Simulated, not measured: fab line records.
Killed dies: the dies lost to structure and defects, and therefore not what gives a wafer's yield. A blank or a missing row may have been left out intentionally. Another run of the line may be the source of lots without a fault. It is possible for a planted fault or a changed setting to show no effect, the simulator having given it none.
fab line records -- flow n5_finfet
record: lots: 5, wafers: 15, last_day: 17
route steps=1938 shown BEOL_M13@1698 PASSIVATION@1936
lots that met no fault: taken from a fault-free run of the same line
start_h: hours from the record's opening day to when the first of the lot's shown wafers began -- wait_h: how many hours have passed since the lot's step before this one -- " the same as in the row above -- L1.1+2: a row that stands for several wafers -- - either no value or no given start -- * or withheld: withheld -- < > ~ a bound
route shown NAME@n: names a module that has steps shown in the file, with the first one's number in the route -- usual: average and standard deviation across the fault-free wafers -- same: alike in all rows -- chamber/n: place in a boat -- sites: per-site readings -- _std_site: their standard deviation -- _edge_site: mean of outer sites minus mean of inner sites -- radius_mm: how far each site lies from the wafer's centre -- mask NAME#n: copy n -- behind: tool/chamber where the wafer was last shaped -- hold: the reason the lot was held/the length of the hold in hours/how it ended -- device: transistor that didn't switch, given as n, p or np -- end of line: the same wafers' tests at the end of the route -- a step given without rows: its recipe and nothing more -- killed: not the wafer's yield, but the dies lost to structure and defects at the first sort -- map: a wafer's dies, marking killed ones x, the rest . and places with no die _
set.NAME: setting as actually run; set.NAME@STEP: the setting as run at that earlier step -- model.NAME: the simulator's own value behind a step, which no gauge read
lots at selected steps of the route; one table per step, one row per wafer
services: when a tool's chamber went out of use (start_h, in hours from the record's first day, below 0 if earlier), for how many hours, and the reason
== steps ==
step: N5_BEOL_M13_OCD_MEAS_35
usual: trench_depth_nm: 414/6.3
lot.wafer,tool,chamber,start_h,wait_h,trench_depth_nm
L975.1,ocd-02,-,259.53,0.0,411
L975.2,ocd-02,-,259.53,0.0,410
L975.6,ocd-02,-,259.53,0.0,406
L976.1,ocd-01,-,266.38,0.0,415
L976.3,ocd-01,-,266.38,0.0,407
L976.5,ocd-01,-,266.38,0.0,416
L986.1,ocd-02,-,334.34,0.0,412
L986.2,ocd-02,-,334.34,0.0,401
L986.4,ocd-02,-,334.34,0.0,413
L987.2,ocd-01,-,344.85,0.0,418
L987.4,ocd-01,-,344.85,0.0,418
L987.6,ocd-01,-,344.85,0.0,417
L992.2,ocd-02,-,373.00,0.0,407
L992.3,ocd-02,-,373.00,0.0,424
L992.4,ocd-02,-,373.00,0.0,414
step: N5_BEOL_M13_STRIP_37
recipe: chemistry: N2/H2, power_w: 1000, temp_c: 250, h2_frac: 0.65, overash_fraction: 0.3, pressure_mtorr: withheld, n2_flow_sccm: 1750, h2_flow_sccm: 3250
usual: drypump_motor_current_A: 5.4/0.65, heater_power_w: 307/8, oes_product_au: 0.782/0.012
lot.wafer,tool,chamber,start_h,wait_h,drypump_motor_current_A,heater_power_w,oes_product_au,rf_hours_counter_h
L975.1,plasma_asher-02,1,259.57,0.0,6.2,311,0.763,121
L975.2,plasma_asher-02,0,259.57,0.0,4.9,300,0.778,121
L975.6,plasma_asher-02,1,259.57,0.0,6.2,314,0.776,-
L976.1,plasma_asher-01,0,266.42,0.0,5.9,302,0.791,79
L976.3,plasma_asher-01,1,266.42,0.0,4.7,317,0.787,-
L976.5,plasma_asher-01,0,266.42,0.0,5.9,317,0.798,-
L986.1,plasma_asher-01,0,334.56,0.2,5.9,312,0.788,95
L986.2,plasma_asher-01,1,334.56,0.2,4.7,318,0.780,95
L986.4,plasma_asher-01,0,334.56,0.2,5.9,318,0.793,-
L987.2,plasma_asher-02,1,344.89,0.0,6.2,312,0.794,134
L987.4,plasma_asher-02,0,344.89,0.0,4.8,295,0.761,-
L987.6,plasma_asher-02,1,344.89,0.0,6.2,306,0.771,-
L992.2,plasma_asher-01,0,373.09,0.1,5.9,306,0.781,104
L992.3,plasma_asher-01,1,373.09,0.1,4.7,320,0.786,-
L992.4,plasma_asher-01,0,373.09,0.1,5.9,312,0.789,-
step: N5_BEOL_M13_ETCH_38
recipe: chemistry: CF4/N2, target: SiCN, target_depth_a: 675, taper_deg: 2, time_s: 71.9, ion_energy_ev: 150, mask_material: SiO2, pressure_mtorr: 40, source_w: 430, bias_w: 70, Ar_flow_sccm: 100, cf4_flow_sccm: 60, n2_flow_sccm: 60
step: N5_BEOL_M13_PRECLEAN_39
recipe: chemistry: residue_remover, time_s: 60, temp_c: 40
step: N5_BEOL_M13_SRD_40
recipe: time_s: 30, temp_c: 23, rinse_liquid: diw, dry: n2_spin, spin_rpm: 1500, dry_time_s: 30
step: N5_BEOL_M13_DEGAS_41
recipe: ambient: vacuum, temp_c: 250, time_s: 60
usual: heater_power_w: 332/15
lot.wafer,tool,chamber,start_h,wait_h,heater_power_w
L975.1,pvd_sputter-03,-,261.91,1.9,357
L975.2,pvd_sputter-03,-,261.91,1.9,308
L975.6,pvd_sputter-03,-,261.91,1.9,310
L976.1,pvd_sputter-03,-,270.22,0.3,322
L976.3,pvd_sputter-03,-,270.22,0.3,360
L976.5,pvd_sputter-03,-,270.22,0.3,339
L986.1,pvd_sputter-02,-,336.28,0.7,329
L986.2,pvd_sputter-02,-,336.28,0.7,340
L986.4,pvd_sputter-02,-,336.28,0.7,301
L987.2,pvd_sputter-01,-,345.65,0.3,319
L987.4,pvd_sputter-01,-,345.65,0.3,344
L987.6,pvd_sputter-01,-,345.65,0.3,342
L992.2,pvd_sputter-03,-,377.03,0.6,338
L992.3,pvd_sputter-03,-,377.03,0.6,313
L992.4,pvd_sputter-03,-,377.03,0.6,347
step: N5_BEOL_M13_PRE_CLEAN_42
recipe: gas: H2/He, time_s: 30, temp_c: 250
usual: heater_power_w: 331/15
lot.wafer,tool,chamber,start_h,wait_h,heater_power_w
L975.1,pvd_sputter-03,-,261.95,0.0,364
L975.2,pvd_sputter-03,-,261.95,0.0,313
L975.6,pvd_sputter-03,-,261.95,0.0,313
L976.1,pvd_sputter-03,-,270.26,0.0,311
L976.3,pvd_sputter-03,-,270.26,0.0,365
L976.5,pvd_sputter-03,-,270.26,0.0,322
L986.1,pvd_sputter-02,-,336.32,0.0,323
L986.2,pvd_sputter-02,-,336.32,0.0,338
L986.4,pvd_sputter-02,-,336.32,0.0,306
L987.2,pvd_sputter-01,-,345.69,0.0,329
L987.4,pvd_sputter-01,-,345.69,0.0,340
L987.6,pvd_sputter-01,-,345.69,0.0,335
L992.2,pvd_sputter-03,-,377.07,0.0,347
L992.3,pvd_sputter-03,-,377.07,0.0,320
L992.4,pvd_sputter-03,-,377.07,0.0,364
step: N5_BEOL_M13_SPUTTER_43
recipe: material: TaN, target_thk_a: 150, temp_c: 50, bias_v: 168.6, power_w: 15000, chamber_pressure_pa: 0.12, time_s: 24.19
step: N5_BEOL_M13_SPUTTER_44
recipe: material: Ta, target_thk_a: 100, temp_c: 50, bias_v: 80, power_w: 15000, chamber_pressure_pa: 0.07, time_s: 16.13
usual: throttle_valve_pct: 29.7/0.72
lot.wafer,tool,chamber,start_h,wait_h,throttle_valve_pct
L975.1,pvd_sputter-03,-,262.07,0.0,31.1
L975.2,pvd_sputter-03,-,262.07,0.0,29.2
L975.6,pvd_sputter-03,-,262.07,0.0,29.5
L976.1,pvd_sputter-03,-,270.38,0.0,29.4
L976.3,pvd_sputter-03,-,270.38,0.0,31.0
L976.5,pvd_sputter-03,-,270.38,0.0,30.6
L986.1,pvd_sputter-02,-,336.44,0.0,29.4
L986.2,pvd_sputter-02,-,336.44,0.0,28.6
L986.4,pvd_sputter-02,-,336.44,0.0,30.0
L987.2,pvd_sputter-01,-,345.81,0.0,29.7
L987.4,pvd_sputter-01,-,345.81,0.0,29.7
L987.6,pvd_sputter-01,-,345.81,0.0,29.6
L992.2,pvd_sputter-03,-,377.19,0.0,30.3
L992.3,pvd_sputter-03,-,377.19,0.0,29.3
L992.4,pvd_sputter-03,-,377.19,0.0,31.0
step: N5_BEOL_M13_SPUTTER_45
recipe: material: Cu, target_thk_a: 800, temp_c: -20, bias_v: 60, power_w: 26000, chamber_pressure_pa: 0.13, time_s: 13.33
step: N5_BEOL_M13_ECD_47
recipe: material: Cu, target_thk_a: 9360
step: N5_BEOL_M13_ANNEAL_48
recipe: temp_c: 225, time_s: 90, ambient: N2
usual: wafer_temp_C_max: 225.96/0.27
lot.wafer,tool,chamber,start_h,wait_h,wafer_temp_C_max
L975.1,rtp_anneal-01,0,262.52,0.2,226.16
L975.2,rtp_anneal-01,0,262.52,0.2,225.54
L975.6,rtp_anneal-01,0,262.52,0.2,225.99
L976.1,rtp_anneal-02,0,270.83,0.2,225.68
L976.3,rtp_anneal-02,0,270.83,0.2,225.48
L976.5,rtp_anneal-02,0,270.83,0.2,225.95
L986.1,rtp_anneal-01,0,336.80,0.1,225.96
L986.2,rtp_anneal-01,0,336.80,0.1,225.90
L986.4,rtp_anneal-01,0,336.80,0.1,226.01
L987.2,rtp_anneal-01,0,346.22,0.2,226.12
L987.4,rtp_anneal-01,0,346.22,0.2,226.88
L987.6,rtp_anneal-01,0,346.22,0.2,226.01
L992.2,rtp_anneal-02,0,377.59,0.2,225.72
L992.3,rtp_anneal-02,0,377.59,0.2,225.84
L992.4,rtp_anneal-02,0,377.59,0.2,226.34
step: N5_BEOL_M13_CMP_49
recipe: stop_on: SiOC, t_overpolish_s: 17.1, down_force_psi: 1, platen_rpm: 50, clearing_platen_down_force_psi: 1.5, clearing_platen_rpm: 50, post_cmp_clean: cu_alkaline, target_thk_nm: 420, clearing_platen_pad_velocity_m_s: 0.99484, pad_velocity_m_s: 0.99484
usual: barrier_field_endpoint_s: 30.3/0.99, motor_current_A: 6.1/0.56, overpolish_run_s: 17.099/0.0095
lot.wafer,tool,chamber,start_h,wait_h,barrier_field_endpoint_s,motor_current_A,overpolish_run_s
L975.1,cmp-02,1,262.86,0.3,29.1,6.1,17.085
L975.2,cmp-02,3,262.86,0.3,31.2,6.0,17.097
L975.6,cmp-02,0,262.86,0.3,30.6,5.4,17.097
L976.3,cmp-01,1,271.17,0.2,29.8,6.7,17.104
L976.1,cmp-01,3,271.17,0.2,31.4,6.4,17.095
L976.5,cmp-01,0,271.17,0.2,31.2,5.9,17.091
L986.2,cmp-04,0,337.14,0.2,31.3,6.9,17.094
L986.4,cmp-04,1,337.14,0.2,29.8,4.9,17.106
L986.1,cmp-04,2,337.14,0.2,30.7,7.0,17.102
L987.2,cmp-02,2,346.51,0.3,17.2,5.5,17.081
L987.4,cmp-02,0,346.51,0.3,30.9,5.6,17.091
L987.6,cmp-02,2,346.51,0.3,16.8,5.9,17.080
L992.4,cmp-01,3,377.88,0.2,32.7,6.6,17.092
L992.2,cmp-01,0,377.88,0.2,30.5,6.6,17.104
L992.3,cmp-01,1,377.88,0.2,30.2,6.7,17.100
step: N5_PASSIVATION_PROBE_49
usual: defect_limited_yield: 91.4/1.4, killed_at_M0_to_M3: 34/8.9, killed_at_M4_up: 13/4.6, killed_at_contacts: 12/5.5, killed_at_front_end: 41/11, killed_at_other: 3.1/2.9, killed_dies: 102/16, killed_open: 66/11, killed_short: 34/7.6, sort_bin_4_leakage: 0.01/0.14, sort_bin_5_function: 5.1/0.89, sort_bin_6_memory: 3.2/0.61, sort_bin_8_speed: 0.02/0.12, sort_n_pass: 1078/16
same: gross_dies: 1180, killed_at_back_side: 0
lot.wafer,tool,chamber,start_h,wait_h,defect_limited_yield[%],killed_at_M0_to_M3,killed_at_M4_up,killed_at_contacts,killed_at_front_end,killed_at_other,killed_dies,killed_open,killed_short,sort_bin_4_leakage[%],sort_bin_5_function[%],sort_bin_6_memory[%],sort_bin_8_speed[%],sort_n_pass
L975.1,prober-02,-,290.34,0.0,92.7,39,12,9,26,0,86,51,35,0,4.1,3.0,0,1094
L975.2,prober-02,-,290.39,0.1,94.0,21,12,13,25,0,71,46,25,0,3.6,2.2,0,1109
L975.6,prober-02,-,290.59,0.3,94.0,26,4,11,29,1,71,53,18,0,3.6,2.4,0,1109
L976.1,prober-01,-,297.23,0.0,92.0,25,14,4,44,7,94,57,35,0,4.8,2.6,0,1086
L976.3,prober-01,-,297.33,0.1,91.5,32,13,12,40,3,100,64,35,0,4.9,3.4,0.08,1080
L976.5,prober-01,-,297.43,0.2,91.3,28,18,15,41,1,103,62,39,0,5.4,3.1,0,1077
L986.1,prober-02,-,362.46,0.0,93.4,24,17,5,30,2,78,43,34,0,3.6,2.8,0,1102
L986.2,prober-02,-,362.51,0.1,92.7,28,14,13,29,2,86,54,24,1.61,4.0,2.5,0,1075
L986.4,prober-02,-,362.61,0.2,92.4,27,12,15,35,1,90,57,30,0,5.3,2.2,0,1090
L987.2,prober-01,-,374.14,0.1,90.7,31,13,9,56,1,110,64,38,0,5.9,2.5,0,1070
L987.4,prober-01,-,374.24,0.2,91.3,31,10,8,50,4,103,71,29,0,5.4,2.9,0,1077
L987.6,prober-01,-,374.34,0.3,89.1,48,16,22,43,0,129,82,46,0,7.6,3.2,0,1051
L992.2,prober-02,-,405.86,0.1,91.7,44,7,6,38,3,98,57,37,0,4.8,2.7,0.34,1082
L992.3,prober-02,-,405.91,0.1,91.9,41,5,9,40,0,95,63,26,0,4.7,2.7,0.08,1084
L992.4,prober-02,-,405.96,0.2,91.4,38,11,8,41,3,101,57,39,0,4.8,3.2,0,1079
killed by level:class
L975.1 BEOL_M0_SAQP:geometric_particle:open=8 BEOL_M0_SAQP:geometric_particle:short=7 BEOL_M1:geometric_particle:open=7 GATE_CUT:geometric_particle:short=6 BEOL_M2:geometric_particle:open=6 BEOL_M3:geometric_particle:open=6 MOL_CONTACT_COAG:geometric_particle:open=5 MOL_CONTACT_COAG:geometric_particle:short=4
L975.2 MOL_CONTACT_COAG:geometric_particle:open=11 BEOL_M2:geometric_particle:open=7 FIN_SAQP:geometric_particle:short=4 BEOL_M0_SAQP:geometric_particle:short=4 BEOL_M1:geometric_particle:open=4 BEOL_M7:geometric_particle:open=4 STARTING-WAFER:geometric_particle:open=4 FIN_SAQP:geometric_particle:open=3
L975.6 BEOL_M2:geometric_particle:open=11 MOL_CONTACT_COAG:geometric_particle:open=9 STI_FIN_REVEAL:geometric_particle:open=8 BEOL_M1:geometric_particle:open=6 FIN_SAQP:geometric_particle:short=5 DUMMY_GATE:geometric_particle:open=5 BEOL_M0_SAQP:geometric_particle:open=4 STI_FIN_REVEAL:geometric_particle:short=3
L976.1 GATE_CUT:geometric_particle:open=10 GATE_CUT:geometric_particle:short=9 BEOL_M4:geometric_particle:open=6 FIN_SAQP:geometric_particle:short=5 STI_FIN_REVEAL:geometric_particle:open=5 BEOL_M0_SAQP:geometric_particle:open=5 BEOL_M3:geometric_particle:open=5 FIN_SAQP:geometric_particle:open=4
L976.3 STI_FIN_REVEAL:geometric_particle:open=12 BEOL_M0_SAQP:geometric_particle:open=10 MOL_CONTACT_COAG:geometric_particle:open=9 BEOL_M0_SAQP:geometric_particle:short=9 STI_FIN_REVEAL:geometric_particle:short=6 BEOL_M2:geometric_particle:open=5 FIN_SAQP:geometric_particle:short=4 GATE_CUT:geometric_particle:short=4
L976.5 MOL_CONTACT_COAG:geometric_particle:open=12 STI_FIN_REVEAL:geometric_particle:open=11 BEOL_M0_SAQP:geometric_particle:open=10 GATE_CUT:geometric_particle:short=9 BEOL_M4:geometric_particle:open=9 BEOL_M0_SAQP:geometric_particle:short=8 FIN_SAQP:geometric_particle:open=6 FIN_SAQP:geometric_particle:short=6
L986.1 BEOL_M0_SAQP:geometric_particle:open=13 FIN_SAQP:geometric_particle:short=7 GATE_CUT:geometric_particle:short=6 BEOL_M0_SAQP:geometric_particle:short=6 BEOL_M4:geometric_particle:open=6 STI_FIN_REVEAL:geometric_particle:open=5 MOL_CONTACT_COAG:geometric_particle:open=5 STARTING-WAFER:geometric_particle:short=4
L986.2 MOL_CONTACT_COAG:geometric_particle:open=10 BEOL_M0_SAQP:geometric_particle:open=9 HKMG_FIN:area_etch=7 BEOL_M0_SAQP:geometric_particle:short=6 BEOL_M4:geometric_particle:open=6 BEOL_M1:geometric_particle:open=5 BEOL_M3:geometric_particle:open=4 STI_FIN_REVEAL:geometric_particle:open=3
L986.4 GATE_CUT:geometric_particle:short=12 MOL_CONTACT_COAG:geometric_particle:open=10 BEOL_M3:geometric_particle:open=9 BEOL_M4:geometric_particle:open=7 BEOL_M1:geometric_particle:open=6 BEOL_M0_SAQP:geometric_particle:short=5 FIN_CUT:geometric_particle:open=4 FIN_SAQP:geometric_particle:open=3
L987.2 FIN_SAQP:geometric_particle:open=20 FIN_SAQP:geometric_particle:short=9 BEOL_M3:geometric_particle:open=7 HKMG_FIN:area_etch=7 MOL_CONTACT_COAG:geometric_particle:open=6 BEOL_M0_SAQP:geometric_particle:open=6 GATE_CUT:geometric_particle:short=5 BEOL_M2:geometric_particle:short=5
L987.4 BEOL_M0_SAQP:geometric_particle:open=15 FIN_SAQP:geometric_particle:open=12 FIN_SAQP:geometric_particle:short=7 STI_FIN_REVEAL:geometric_particle:open=7 MOL_CONTACT_COAG:geometric_particle:open=7 BEOL_M0_SAQP:geometric_particle:short=7 DUMMY_GATE:geometric_particle:open=6 BEOL_M4:geometric_particle:open=5
L987.6 MOL_CONTACT_COAG:geometric_particle:open=17 BEOL_M0_SAQP:geometric_particle:open=16 FIN_SAQP:geometric_particle:short=11 FIN_SAQP:geometric_particle:open=11 BEOL_M1:geometric_particle:open=10 BEOL_M0_SAQP:geometric_particle:short=7 MOL_CONTACT_COAG:geometric_particle:short=5 BEOL_M3:geometric_particle:open=5
L992.2 BEOL_M2:geometric_particle:open=16 FIN_SAQP:geometric_particle:short=7 FIN_SAQP:geometric_particle:open=7 BEOL_M0_SAQP:geometric_particle:short=7 MOL_CONTACT_COAG:geometric_particle:open=6 STARTING-WAFER:geometric_particle:short=6 BEOL_M2:geometric_particle:short=5 BEOL_M0_SAQP:geometric_particle:open=4
L992.3 BEOL_M2:geometric_particle:open=14 BEOL_M0_SAQP:geometric_particle:open=12 STI_FIN_REVEAL:geometric_particle:open=8 BEOL_M0_SAQP:geometric_particle:short=8 MOL_CONTACT_COAG:geometric_particle:open=7 FIN_SAQP:geometric_particle:short=6 HKMG_FIN:area_etch=6 FIN_SAQP:geometric_particle:open=4
L992.4 BEOL_M2:geometric_particle:open=11 FIN_SAQP:geometric_particle:short=8 FIN_SAQP:geometric_particle:open=8 BEOL_M0_SAQP:geometric_particle:short=7 BEOL_M0_SAQP:geometric_particle:open=6 STI_FIN_REVEAL:geometric_particle:open=5 MOL_CONTACT_COAG:geometric_particle:open=5 GATE_CUT:geometric_particle:short=5
== services ==
tool,chamber,start_h,hours,kind
cmp-02,-,244.64,4.0,pm
cmp-02,-,248.64,-,consumable_replace:conditioner
cmp-02,-,248.64,-,consumable_replace:pad
plasma_asher-02,-,267.50,2.8,pm
cmp-01,-,272.34,2.0,repair
cmp-02,-,277.85,2.9,repair
plasma_asher-02,-,283.12,9.5,repair
cmp-04,-,285.28,2.5,repair
rtp_anneal-02,-,285.43,1.1,pm
cmp-02,-,290.07,2.5,repair
cmp-01,-,307.40,6.7,repair
cmp-02,-,321.75,4.9,repair
plasma_asher-01,-,337.33,0.8,repair
rtp_anneal-02,-,337.94,7.2,pm
plasma_asher-01,-,343.98,1.4,repair
cmp-04,-,346.21,3.6,pm
pvd_sputter-01,-,366.77,2.1,repair
== key ==
first_sign: step: N5_BEOL_M13_CMP_49, reading: barrier_field_endpoint_s, direction: down, sigmas: 13, usual: 30.3, struck: 17.0
effect none on later readings
met_at N5_BEOL_M13_CMP_49
struck_wafers L987.2,L987.6
fault: kind: process_parameter_drift, tool: cmp-02, chamber: 2, onset_h: 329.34, steps: N5_BEOL_M13_CMP_49, channel: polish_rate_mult, offset: 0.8, shape: step, end_h: 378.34
